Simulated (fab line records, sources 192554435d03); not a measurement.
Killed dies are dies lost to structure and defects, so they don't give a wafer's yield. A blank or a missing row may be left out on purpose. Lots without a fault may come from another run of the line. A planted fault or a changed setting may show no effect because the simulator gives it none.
Split-lot experiment | flow n5_finfet | 7 lots, 21 wafers read, on a route of 1938 steps

THE SPLIT
At N5_BEOL_M9_COAT_05 (resist thk 90 nm), the setting spin_rpm was moved away from the recipe's 1500 rpm on 5 of the 21 wafers read, by -6.6% to +10.8%. The other wafers ran this setting at the recipe's value.

FROM THE SPLIT TO THE READING: what the file shows between them, 2 steps
- N5_BEOL_M9_EBR_07
- N5_BEOL_M9_SOFTBAKE_06: time 60 s

THE READING
CAR-ArF_of_BEOL_M9_COAT_05.thk_nm (the simulator's own value, which no gauge read), in nm, at N5_BEOL_M9_DESCUM_16 (chemistry O2, time 7.9 s). The file gives no usual value for it. The 16 wafers here that ran the recipe average 83.4 nm, standard deviation 0.16 nm.

wafer  | tool, chamber at the split | spin_rpm as run, rpm | against the recipe | CAR-ArF_of_BEOL_M9_COAT_05.thk_nm, nm | against lot-mates on the recipe
L078.2 | litho_track-05, 0          | 1500                 | recipe             | 83.2                                  | -
L078.3 | litho_track-05, 0          | 1500                 | recipe             | 83.2                                  | -
L078.5 | litho_track-05, 0          | 1500                 | recipe             | 83.2                                  | -
L081.1 | litho_track-05, 0          | 1401                 | -6.6%              | 86.6                                  | +3.2
L081.2 | litho_track-05, 0          | 1500                 | recipe             | 83.4                                  | -
L081.4 | litho_track-05, 0          | 1500                 | recipe             | 83.4                                  | -
L084.1 | litho_track-05, 0          | 1662                 | +10.8%             | 78.6                                  | -4.6
L084.3 | litho_track-05, 0          | 1662                 | +10.8%             | 78.8                                  | -4.4
L084.6 | litho_track-05, 0          | 1500                 | recipe             | 83.2                                  | -
L087.1 | litho_track-02, 0          | 1500                 | recipe             | 83.4                                  | -
L087.4 | litho_track-02, 0          | 1500                 | recipe             | 83.4                                  | -
L087.3 | litho_track-02, 0          | 1500                 | recipe             | 83.8                                  | -
L090.1 | litho_track-05, 0          | 1558                 | +3.9%              | 81.4                                  | -2.0
L090.3 | litho_track-05, 0          | 1500                 | recipe             | 83.4                                  | -
L090.5 | litho_track-05, 0          | 1558                 | +3.9%              | 81.6                                  | -1.8
L089.1 | litho_track-02, 0          | 1500                 | recipe             | 83.4                                  | -
L089.2 | litho_track-02, 0          | 1500                 | recipe             | 83.4                                  | -
L089.3 | litho_track-02, 0          | 1500                 | recipe             | 83.4                                  | -
L094.3 | litho_track-02, 0          | 1500                 | recipe             | 83.4                                  | -
L094.5 | litho_track-02, 0          | 1500                 | recipe             | 83.6                                  | -
L094.6 | litho_track-02, 0          | 1500                 | recipe             | 83.6                                  | -

THE FIT
A straight line over all 21 wafers: CAR-ArF_of_BEOL_M9_COAT_05.thk_nm changes by -0.448 nm for each +1% of spin_rpm; r = -0.99; the points scatter about the line by 0.18 nm.
The same after taking each lot's own level away (the mean of its wafers on the recipe; 21 wafers): -0.435 nm for each +1%; r = -1.00; scatter 0.15 nm.
On that fit, the largest move of spin_rpm shifts the reading by 4.7 nm.
The lots' own levels span 83.20 to 83.53 nm, that is 2.1 times the standard deviation above.
So the lot-to-lot level changes the slope little: the two slopes agree.
Check: with one of the wafers moved furthest among these (+10.8%) left out of the fit, the line predicts -4.73 nm for it against its lot-mates. It came out at -4.6 nm against them.

OTHER SPLITS ON THESE WAFERS
These wafers also went through other splits before the reading. Each is held against what the fit with the lots' levels taken away leaves over:
other split on the same wafers  | wafers away from the commonest value | r with CAR-ArF_of_BEOL_M9_COAT_05.thk_nm (lot level and that fit taken away)
N5_BEOL_M7_EXPOSE_08 dose_mj    | 7                                    | -0.11
N5_BEOL_M7_EXPOSE_25 dose_mj    | 8                                    | -0.14
N5_BEOL_M7_VIA_ETCH_34 source_w | 5                                    | +0.16
N5_BEOL_M8_DEP_56 time_s        | 6                                    | +0.08

THE WHOLE CHAIN: every reading that the file lists as answering this split, in the file's order
step                 | what it does             | reading                                                                            | change (the file's fit)              | r (the file's)
N5_BEOL_M9_COAT_05   | resist thk 90 nm         | CAR-ArF_of_BEOL_M9_COAT_05.thk_nm (the simulator's own value, which no gauge read) | -0.45 nm for each +1% of the setting | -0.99
N5_BEOL_M9_DESCUM_16 | chemistry O2, time 7.9 s | CAR-ArF_of_BEOL_M9_COAT_05.thk_nm (the simulator's own value, which no gauge read) | -0.44 nm for each +1% of the setting | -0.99

THE FILE'S OWN FIT
CAR-ArF_of_BEOL_M9_COAT_05.thk_nm changes by -0.44 nm for each +1% of spin_rpm, r = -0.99.
